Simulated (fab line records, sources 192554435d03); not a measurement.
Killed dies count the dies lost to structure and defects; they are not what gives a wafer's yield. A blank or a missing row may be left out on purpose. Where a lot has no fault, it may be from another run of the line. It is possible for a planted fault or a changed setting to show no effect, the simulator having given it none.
Matching of chambers -- flow n5Finfet -- 4 sister chambers for N5_ILD0_CMP_03 on cmp-02
The step polishes, stops on SiNx, t overpolish 1.9 s, target thk 197.38 nm. 7 wafers are shown with their chamber, then 7 later ones without.

== WAFERS PAIRED WITH THEIR CHAMBERS ==
wafer,chamber,motorCurrentA (A),timeToEndpointS (s)
L082.2,0,13.5,65
L084.4,1,10.6,75
L084.5,2,11.1,73
L087.3,2,11.2,73
L087.6,3,12.0,75
L088.1,1,10.0,74
L088.4,3,11.8,71

== WAFERS WITHOUT THEIR CHAMBER ==
wafer,motorCurrentA (A),timeToEndpointS (s)
L088.6,12.5,72
L093.1,11.4,77
L093.3,13.0,77
L093.4,10.8,78
L094.1,10.7,81
L094.5,11.9,79
L094.6,10.8,78

== WHICH CHAMBER EACH ONE RAN IN ==
wafer,from the rows above,in truth
L088.6,3,3
L093.1,can't be placed: 2 or 3 or 1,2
L093.3,3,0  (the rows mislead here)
L093.4,can't be placed: 1 or 2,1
L094.1,can't be placed: 1 or 2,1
L094.5,can't be placed: 3 or 2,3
L094.6,can't be placed: 1 or 2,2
Correctly placed: 1 of 7. Unplaceable from these rows: 5, with the true chamber sitting among the candidates in 5. 1 placed wrongly.
How it was worked out, from the rows above alone: a wafer's distance from a chamber is the root of the sum, over the readings, of the square of ((its reading less the chamber's mean) divided by the reading's scatter). The wafer belongs to the nearest chamber; if the next one is less than 2 further off, it can't be placed. For every chamber, the mean is computed from those of its wafers that are shown. The scatter: take each reading less its chamber's mean, square it, sum over the shown wafers, divide by the number of wafers less the number of chambers, and take the root.
